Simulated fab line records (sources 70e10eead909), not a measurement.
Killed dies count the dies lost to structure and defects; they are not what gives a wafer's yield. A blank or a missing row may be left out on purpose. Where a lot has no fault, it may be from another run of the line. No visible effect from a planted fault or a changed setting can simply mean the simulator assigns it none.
A struck lot beside a sound one + flow nand-harc + 14 steps out of a route of 1159
Sound: wafers L532.1, L532.2, L532.5. The struck wafers were L537.1, L537.5, L537.6. At the end, the cause is stated.
Each step with rows lists, per side, the tool, then ch with its chambers, then its first start. Under that, the readings that differ: sound wafers + struck wafers + difference of the means + sigmas: that difference in standard deviations of wafers without a fault.
alike: words and numbers the same on both sides, and readings whose means are apart by under 2 such deviations; not compared: readings that were withheld, readings missing a value for some wafer, numbers with overlapping values and no deviation given by the record, and bounds like >300 which may hide the same value.
Wherever a step has rows on one side only, a row that says differs or no value, or a row with sigmas, the two part there. Non-overlapping numbers with no deviation appear without sigmas and do not part them. A reading that every wafer of one side lacks parts them only if that side has two wafers or more.

first, 1 step without rows for these wafers: NHARC_A_CONTACT_STRIP_27 (strips in post etch residue remover, time 600 s).
NHARC_A_CONTACT_ALD_18: deposits TiN, target thk 3 nm, pulse time 1 s, ald cycles 150.
  sound on ald-metal-02 ch 0,1,2, day 20 04:26; struck on ald-metal-02 ch 0,1,3, day 21 10:40
  alike: heater-power-w, precursor-pulse-height-rel
NHARC_A_CONTACT_CVD_19: deposits W, target thk 300 nm, time 802 s.
  sound on cvd-w-01 ch 0,1; struck on cvd-w-01 ch 0,1
  alike: heater-power-w, throttle-valve-pct
NHARC_A_CONTACT_CMP_20: polishes, t overpolish 30 s, target thk 300 nm.
  sound on cmp-02 ch 0,1, day 20 10:53; struck on cmp-04 ch 1,2,3, day 21 16:37
  alike: motor-current-A, overpolish-run-s, time-to-endpoint-s
next, for these wafers, 1 step has no rows: NHARC_A_CONTACT_SRD_22.
NHARC_A_CONTACT_INSPECT_23:
  sound: defect-inspect-01 at day 20 11:17; struck: defect-inspect-02 at day 21 16:56
  alike: raw-defect-count
then, 5 steps without rows for these wafers: NHARC_A_BLC_DEHYDRATE_00 (time 120 s); NHARC_A_BLC_HMDS_01 (time 30 s); NHARC_A_BLC_COAT_02 (time 75 s); NHARC_A_BLC_COAT_03 (time 65 s); NHARC_A_BLC_COAT_04 (resist thk 90 nm).
NHARC_A_BLC_SOFTBAKE_05: time 55 s.
  sound on litho-track-01 ch 0, day 20 11:00; struck on litho-track-01 ch 0, day 21 17:00
| reading                  | sound                | struck               | difference | sigmas |
|--------------------------|----------------------|----------------------|------------|--------|
| heater-power-total-W (W) | 188.63 188.61 188.58 | 193.01 193.42 193.01 | +4.54      | +28    |
next, for these wafers, 1 step has no rows: NHARC_A_BLC_EBR_06.
NHARC_END_SORT_01:
  the record has rows for the sound wafers here (prober-02 ch 0, day 22 16:05) and none for the struck ones

== WHERE THEY PART ==
Earliest at NHARC_A_BLC_SOFTBAKE_05; latest, in this record, at NHARC_END_SORT_01.

WHY: what the simulator had put in
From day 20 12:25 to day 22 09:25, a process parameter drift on litho-track-01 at NHARC_A_BLC_SOFTBAKE_05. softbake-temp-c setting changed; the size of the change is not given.
